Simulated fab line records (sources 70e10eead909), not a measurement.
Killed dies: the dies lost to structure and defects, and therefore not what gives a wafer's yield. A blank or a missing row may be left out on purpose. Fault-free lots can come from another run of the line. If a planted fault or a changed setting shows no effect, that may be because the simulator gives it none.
Chamber matching || flow nand_harc || rie_diel-13 running NHARC_A_STAIRCASE_ETCH_292: 4 sister chambers
The step etches the open film in CF4/CHF3. 16 wafers are shown with their chamber, then 8 later ones without.

## EACH WAFER AND ITS CHAMBER
{"wafer": "L077.1", "chamber": 1, "showerhead_plenum_p_Torr (Torr)": 1.49, "drypump_motor_current_A (A)": 5.9, "rf_vpp_V (V)": 367.6}
{"wafer": "L077.4", "chamber": 1, "showerhead_plenum_p_Torr (Torr)": 1.49, "drypump_motor_current_A (A)": 5.9, "rf_vpp_V (V)": 367.4}
{"wafer": "L077.6", "chamber": 2, "showerhead_plenum_p_Torr (Torr)": 1.68, "drypump_motor_current_A (A)": 5.9, "rf_vpp_V (V)": 373.4}
{"wafer": "L082.1", "chamber": 0, "showerhead_plenum_p_Torr (Torr)": 1.70, "drypump_motor_current_A (A)": 6.4, "rf_vpp_V (V)": 375.2}
{"wafer": "L082.4", "chamber": 3, "showerhead_plenum_p_Torr (Torr)": 1.55, "drypump_motor_current_A (A)": 5.2, "rf_vpp_V (V)": 370.2}
{"wafer": "L082.6", "chamber": 0, "showerhead_plenum_p_Torr (Torr)": 1.70, "drypump_motor_current_A (A)": 6.3, "rf_vpp_V (V)": 375.2}
{"wafer": "L084.2", "chamber": 3, "showerhead_plenum_p_Torr (Torr)": 1.55, "drypump_motor_current_A (A)": 5.2, "rf_vpp_V (V)": 370.5}
{"wafer": "L084.4", "chamber": 0, "showerhead_plenum_p_Torr (Torr)": 1.70, "drypump_motor_current_A (A)": 6.3, "rf_vpp_V (V)": 373.6}
{"wafer": "L084.6", "chamber": 3, "showerhead_plenum_p_Torr (Torr)": 1.55, "drypump_motor_current_A (A)": 5.2, "rf_vpp_V (V)": 371.7}
{"wafer": "L083.1", "chamber": 0, "showerhead_plenum_p_Torr (Torr)": 1.70, "drypump_motor_current_A (A)": 6.3, "rf_vpp_V (V)": 375.2}
{"wafer": "L083.2", "chamber": 3, "showerhead_plenum_p_Torr (Torr)": 1.55, "drypump_motor_current_A (A)": 5.2, "rf_vpp_V (V)": 370.2}
{"wafer": "L083.6", "chamber": 1, "showerhead_plenum_p_Torr (Torr)": 1.48, "drypump_motor_current_A (A)": 6.0, "rf_vpp_V (V)": 368.3}
{"wafer": "L085.1", "chamber": 3, "showerhead_plenum_p_Torr (Torr)": 1.55, "drypump_motor_current_A (A)": 5.2, "rf_vpp_V (V)": 369.1}
{"wafer": "L085.2", "chamber": 0, "showerhead_plenum_p_Torr (Torr)": 1.69, "drypump_motor_current_A (A)": 6.3, "rf_vpp_V (V)": 374.0}
{"wafer": "L085.3", "chamber": 2, "showerhead_plenum_p_Torr (Torr)": 1.68, "drypump_motor_current_A (A)": 5.8, "rf_vpp_V (V)": 375.3}
{"wafer": "L089.1", "chamber": 1, "showerhead_plenum_p_Torr (Torr)": 1.48, "drypump_motor_current_A (A)": 5.9, "rf_vpp_V (V)": 366.6}

SIGNATURES, as means of the wafers listed above
{"reading": "showerhead_plenum_p_Torr", "chamber 0": 1.6980, "chamber 1": 1.4850, "chamber 2": 1.6800, "chamber 3": 1.5500, "scatter within a chamber": 0.00387}
{"reading": "drypump_motor_current_A", "chamber 0": 6.320, "chamber 1": 5.925, "chamber 2": 5.850, "chamber 3": 5.200, "scatter within a chamber": 0.0413}
{"reading": "rf_vpp_V", "chamber 0": 374.640, "chamber 1": 367.475, "chamber 2": 374.350, "chamber 3": 370.340, "scatter within a chamber": 0.874}
Rule: a wafer lies at a distance from a chamber equal to the root of the sum of squares, over the readings, of (its reading less the chamber's mean, divided by the reading's scatter). The wafer belongs to the nearest chamber; if the next one is less than 2 further off, it can't be placed. How the scatter is found: for the shown wafers, subtract from each reading the mean of its chamber, square and add these, divide the total by (wafers less chambers), then take the root.

## WAFERS WHOSE CHAMBER IS MISSING
{"wafer": "L089.4", "showerhead_plenum_p_Torr (Torr)": 1.55, "drypump_motor_current_A (A)": 5.2, "rf_vpp_V (V)": 369.7}
{"wafer": "L089.6", "showerhead_plenum_p_Torr (Torr)": 1.68, "drypump_motor_current_A (A)": 5.8, "rf_vpp_V (V)": 373.0}
{"wafer": "L090.1", "showerhead_plenum_p_Torr (Torr)": 1.48, "drypump_motor_current_A (A)": 5.9, "rf_vpp_V (V)": 366.7}
{"wafer": "L090.3", "showerhead_plenum_p_Torr (Torr)": 1.55, "drypump_motor_current_A (A)": 5.2, "rf_vpp_V (V)": 369.3}
{"wafer": "L090.6", "showerhead_plenum_p_Torr (Torr)": 1.55, "drypump_motor_current_A (A)": 5.2, "rf_vpp_V (V)": 371.3}
{"wafer": "L095.1", "showerhead_plenum_p_Torr (Torr)": 1.67, "drypump_motor_current_A (A)": 5.8, "rf_vpp_V (V)": 374.3}
{"wafer": "L095.3", "showerhead_plenum_p_Torr (Torr)": 1.69, "drypump_motor_current_A (A)": 6.3, "rf_vpp_V (V)": 374.7}
{"wafer": "L095.6", "showerhead_plenum_p_Torr (Torr)": 1.67, "drypump_motor_current_A (A)": 5.8, "rf_vpp_V (V)": 374.5}

## THE CHAMBER EACH PASSED THROUGH
{"wafer": "L089.4", "from the rows above": 3, "in truth": 3}
{"wafer": "L089.6", "from the rows above": 2, "in truth": 2}
{"wafer": "L090.1", "from the rows above": 1, "in truth": 1}
{"wafer": "L090.3", "from the rows above": 3, "in truth": 3}
{"wafer": "L090.6", "from the rows above": 3, "in truth": 3}
{"wafer": "L095.1", "from the rows above": 2, "in truth": 2}
{"wafer": "L095.3", "from the rows above": 0, "in truth": 0}
{"wafer": "L095.6", "from the rows above": 2, "in truth": 2}
Correct placement for 8 of the 8. Number that these rows cannot place: 0. Number placed wrongly: 0.
